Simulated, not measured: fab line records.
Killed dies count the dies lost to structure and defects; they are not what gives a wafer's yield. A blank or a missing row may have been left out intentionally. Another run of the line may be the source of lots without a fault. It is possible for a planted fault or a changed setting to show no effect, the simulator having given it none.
Which tool is to blame? | flow n5Finfet | 24 lots, 72 wafers sampled, at 2 steps of a route of 1938

== WHAT THE GAUGES READ, wafer by wafer ==
N5_BEOL_M2_OCD_MEAS_38.
lot  | measured     | on     | trenchDepthNm (nm)
L075 | day 8 00:18  | ocd-01 | 54.3 55.3 53.9
L074 | day 8 00:59  | ocd-02 | 54.3 55.4 54.9
L077 | day 8 04:02  | ocd-01 | 54.5 53.2 55.1
L078 | day 8 04:03  | ocd-02 | 55.5 52.3 54.8
L076 | day 8 12:55  | ocd-02 | 57.2 53.7 57.3
L079 | day 8 13:06  | ocd-01 | 55.5 54.8 53.8
L080 | day 8 20:49  | ocd-01 | 55.7 55.0 55.4
L081 | day 9 01:14  | ocd-02 | 53.5 54.2 52.5
L082 | day 9 06:47  | ocd-02 | 57.1 57.6 57.1
L083 | day 9 10:02  | ocd-02 | 52.4 57.4 56.3
L084 | day 9 22:20  | ocd-02 | 52.3 56.6 56.2
L085 | day 10 03:05 | ocd-01 | 53.2 52.8 55.9
L086 | day 10 03:58 | ocd-02 | 54.2 53.0 54.8
L087 | day 10 11:49 | ocd-02 | 56.6 53.1 56.3
L088 | day 10 23:04 | ocd-01 | 54.1 53.3 54.2
L089 | day 11 03:15 | ocd-02 | 52.9 54.2 55.0
L090 | day 11 08:25 | ocd-01 | 53.4 52.4 54.0
L091 | day 11 16:24 | ocd-01 | 56.0 54.6 53.8
L093 | day 12 07:11 | ocd-02 | 55.3 53.5 53.5
L092 | day 12 09:01 | ocd-01 | 55.1 54.5 55.0
L094 | day 12 09:55 | ocd-02 | 54.5 53.8 53.7
L096 | day 12 15:30 | ocd-01 | 52.7 56.3 56.3
L095 | day 12 20:37 | ocd-02 | 51.7 54.5 56.5
L097 | day 12 23:28 | ocd-02 | 57.1 53.9 54.2

N5_BEOL_M2_CD_MEAS_35: target cd 18 nm, target cd y 22.2 nm.
lot  | measured     | on       | cdNm (nm)
L075 | day 8 00:28  | cdSem-01 | 17.8 17.8 17.3
L074 | day 8 01:10  | cdSem-01 | 17.6 17.8 18.0
L077 | day 8 04:12  | cdSem-03 | 17.8 18.3 18.3
L078 | day 8 04:12  | cdSem-01 | 18.0 17.5 17.5
L076 | day 8 13:04  | cdSem-01 | 18.0 17.7 18.0
L079 | day 8 13:16  | cdSem-03 | 18.1 18.2 17.6
L080 | day 8 20:58  | cdSem-03 | 17.6 17.6 17.3
L081 | day 9 01:23  | cdSem-01 | 17.6 17.2 18.1
L082 | day 9 06:56  | cdSem-03 | 17.9 17.9 18.1
L083 | day 9 10:11  | cdSem-03 | 18.1 18.6 17.8
L084 | day 9 22:29  | cdSem-03 | 17.9 17.9 18.0
L085 | day 10 03:14 | cdSem-01 | 17.7 17.5 17.4
L086 | day 10 04:08 | cdSem-02 | 18.2 18.2 18.2
L087 | day 10 11:58 | cdSem-03 | 17.1 17.2 17.7
L088 | day 10 23:13 | cdSem-02 | 17.9 17.7 17.5
L089 | day 11 03:25 | cdSem-01 | 18.0 17.4 17.7
L090 | day 11 08:34 | cdSem-01 | 17.8 17.7 18.2
L091 | day 11 16:34 | cdSem-03 | 17.8 18.0 17.8
L093 | day 12 07:20 | cdSem-02 | 18.1 17.6 18.1
L092 | day 12 09:11 | cdSem-01 | 18.0 17.6 17.7
L094 | day 12 10:04 | cdSem-02 | 17.5 17.3 18.3
L096 | day 12 15:40 | cdSem-02 | 18.2 18.3 18.0
L095 | day 12 20:46 | cdSem-01 | 17.8 18.3 18.2
L097 | day 12 23:38 | cdSem-01 | 17.8 18.1 17.4

== EACH LOT AND THE TOOL THAT RAN IT (in order: tool; ch and the chambers of the sampled wafers; start) ==
Record: no process step prior to these readings.

== WHAT THE TOOLS THEMSELVES READ (means of the sampled wafers that have a number; where no wafer has one, the mark that the record gives instead) ==
The record holds no such reading with a usual standard deviation.

== THE ANSWER, worked out from the rows above alone ==
Rule: the usual values come from the lots themselves. The widest of any qualifying gaps counts: lots, ordered by their means at a reading, are off when they make up no more than a third of the lots, leave a main group of 4 or more, and stand apart from it by 3 or more times the standard deviation of that group's means. Not used: any main group whose means are identical at the precision the tables above print for the reading. Also off: a lot with no number at a reading for which 4 or more lots have one. Where the step has rows for the other lots, those lots are counted as sound. After the gauges, taken in route order, come the tools' own readings; for these a lot's mean is taken, as printed above. At the first step where some lot is off, the reading lying furthest off is the one used; lots without a number count as furthest.
No lot is off at any reading shown: from this, nothing can be told.

== WHAT WAS PUT IN BY THE SIMULATOR ==
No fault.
